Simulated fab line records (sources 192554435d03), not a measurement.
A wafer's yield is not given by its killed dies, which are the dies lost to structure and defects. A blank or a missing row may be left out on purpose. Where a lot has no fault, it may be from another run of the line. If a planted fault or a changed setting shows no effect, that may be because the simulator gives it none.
A lot that was struck, set against a sound lot | flow n5_finfet | 18 out of 1938 route steps
Sound: wafers L427.2, L427.3, L427.4. The struck wafers were L437.1, L437.2, L437.6. The cause is named last.
Per side, at each step with rows, come the tool, then ch with its chambers, and then its first start. Under that, the readings that differ: sound wafers | struck wafers | difference of the means | sigmas: that difference in standard deviations of wafers without a fault.
alike: same words and numbers on both sides, and readings whose means sit less than 2 such deviations apart. not compared: any withheld reading, any reading some wafer has no value for, any bound like >300 that may hide the same value, and any number with overlapping values for which the record gives no deviation.
Wherever a step has rows on one side only, a row that says differs or no value, or a row with sigmas, the two part there. When numbers do not overlap yet have no deviation, they are printed without sigmas and do not part them. Lack of a reading on every wafer of one side parts them only where that side has two or more wafers.

N5_BEOL_M6_ETCH_62: etches SOC in N2/H2, target depth 110 nm, overetch 22 nm, time 165 s.
  sound on rie_diel-06 ch 1,2,3, day 10 01:45; struck on rie_diel-02 ch 0,1,3, day 13 05:04
  alike: drypump_motor_current_A, oes_product_au, rf_vpp_V, showerhead_plenum_p_Torr, throttle_valve_pct
  not compared: rf_hours_counter_h
then, 1 step without rows for these wafers: N5_BEOL_M6_STRIP_68 (strips in N2/H2).
N5_BEOL_M6_STRIP_67: strips in CF4.
  sound on rie_diel-06 ch 1,2,3, day 10 01:54; struck on rie_diel-02 ch 0,1,3, day 13 05:13
  alike: drypump_motor_current_A, oes_product_au, power_w, rf_vpp_V, showerhead_plenum_p_Torr, throttle_valve_pct
  not compared: rf_hours_counter_h
N5_BEOL_M6_HM_OPEN_17: chemistry Cl2/BCl3, target TiN, target depth 20 nm, overetch 6 nm.
  sound on rie_metal-03 ch 0,1, day 10 01:56; struck on rie_metal-03 ch 0,1, day 13 05:16
  alike: drypump_motor_current_A, oes_product_au, throttle_valve_pct
  not compared: rf_hours_counter_h
N5_BEOL_M6_STRIP_19: strips in O2.
  sound on rie_diel-03 ch 1,2,3, day 10 02:18; struck on rie_diel-06 ch 0,1,3, day 13 05:22
  alike: drypump_motor_current_A, oes_product_au, rf_vpp_V, showerhead_plenum_p_Torr, throttle_valve_pct
  not compared: rf_hours_counter_h
N5_BEOL_M6_CD_MEAS_18: pitch 80 nm, target cd 40 nm.
  sound on cd_sem-03 at day 10 02:22; struck on cd_sem-01 at day 13 05:26
  alike: cd_nm
then, 6 steps without rows for these wafers: N5_BEOL_M6_COAT_63 (time 60 s, resist thk 60 nm); N5_BEOL_M6_COAT_64 (time 60 s, resist thk 12 nm); N5_BEOL_M6_COAT_71 (time 60 s, resist thk 5 nm); N5_BEOL_M6_COAT_22 (resist thk 30 nm); N5_BEOL_M6_EBR_24; N5_BEOL_M6_SOFTBAKE_23 (time 60 s).
N5_BEOL_M6_EXPOSE_25: exposes mask V5, target cd 40 nm.
  sound on euv_scanner-02 ch 0, day 10 04:59; struck on euv_scanner-02 ch 0, day 13 07:22
  reading                         | sound          | struck | difference | sigmas
  model.BEOL_M6.overlay_x_nm (nm) | -0.6 -0.6 -0.6 | 6 6 6  | +7         |
  alike: mask
then, 2 steps without rows for these wafers: N5_BEOL_M6_PEB_26 (peb time 60 s); N5_BEOL_M6_DEVELOP_27 (develop time 30 s).
N5_BEOL_M6_CD_MEAS_28 targets a cd of 40 nm.
  sound on cd_sem-03 ch 0, day 10 05:07; struck on cd_sem-01 ch 0, day 13 07:29
  alike: cd_nm
N5_BEOL_M6_OVL_MEAS_29:
  sound on overlay-01 ch 0, day 10 05:09; struck on overlay-01 ch 0, day 13 07:31
  reading     | sound          | struck      | difference | sigmas
  V5_OVL (nm) | -0.7 -0.9 -1.3 | 6.5 5.5 5.1 | +6.7       | +10
N5_BEOL_M6_INSPECT_30: inspects for defects (brightfield).
  sound on defect_inspect-01 at day 10 05:12; struck on defect_inspect-02 at day 13 07:35
  alike: raw_defect_count

== WHERE THEY PART ==
At N5_BEOL_M6_OVL_MEAS_29 and nowhere else, as far as this record goes. Later steps at which nothing parts them and some readings are alike: N5_BEOL_M6_INSPECT_30.

WHY: whatever the simulator had introduced
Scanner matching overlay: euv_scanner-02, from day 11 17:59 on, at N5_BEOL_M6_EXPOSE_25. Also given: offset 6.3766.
